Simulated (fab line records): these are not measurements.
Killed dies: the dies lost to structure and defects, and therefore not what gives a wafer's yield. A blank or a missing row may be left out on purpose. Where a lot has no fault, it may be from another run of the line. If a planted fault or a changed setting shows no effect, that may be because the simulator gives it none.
Chamber matching ; flow nandHarc ; cmp-01 running NHARC_A_BONDPAD_CMP_19: 4 sister chambers
The step polishes, t overpolish 30 s, cu recess touch 16 s, target thk 169.8 nm. 14 wafers are shown with their chamber, then 7 later ones without.

EACH WAFER AND ITS CHAMBER
wafer;chamber;motorCurrentA (A);overpolishRunS (s)
L481.1;3;14.7;30.005
L481.2;0;11.9;30.025
L481.6;1;11.0;29.993
L489.1;0;11.5;30.010
L489.3;1;11.1;30.013
L489.6;3;13.9;29.982
L496.2;1;10.8;29.994
L496.3;3;14.1;30.004
L496.4;0;11.6;29.998
L493.1;1;11.3;30.000
L493.2;2;12.2;29.998
L493.4;3;14.4;29.991
L498.1;2;12.1;29.993
L498.3;0;11.9;29.999

SIGNATURES (averages over the wafers above)
reading;chamber 0;chamber 1;chamber 2;chamber 3;scatter within a chamber
motorCurrentA;11.725;11.050;12.150;14.275;0.251
overpolishRunS;30.00800;30.00000;29.99550;29.99550;0.0105
Rule: for each reading, subtract the chamber's mean from the wafer's reading, divide by that reading's scatter and square the result; add these up over the readings and take the root, which gives the wafer's distance from the chamber. The wafer belongs to the nearest chamber; if the next one is less than 2 further off, it can't be placed. How the scatter is found: for the shown wafers, subtract from each reading the mean of its chamber, square and add these, divide the total by (wafers less chambers), then take the root.

WAFERS WITHOUT THEIR CHAMBER
wafer;motorCurrentA (A);overpolishRunS (s)
L498.4;11.1;30.005
L499.1;14.8;29.993
L499.3;12.1;29.984
L499.4;12.5;30.009
L500.2;11.3;29.985
L500.4;11.3;29.987
L500.6;11.9;30.003

CHAMBER TAKEN BY EACH
wafer;from the rows above;in truth
L498.4;can't be placed: 1 or 0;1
L499.1;3;3
L499.3;can't be placed: 2 or 0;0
L499.4;can't be placed: 2 or 0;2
L500.2;can't be placed: 1 or 0 or 2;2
L500.4;can't be placed: 1 or 0 or 2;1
L500.6;can't be placed: 0 or 2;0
1 of 7 placed correctly. Unplaceable from these rows: 6, with the true chamber sitting among the candidates in 6. Placed wrongly: 0.
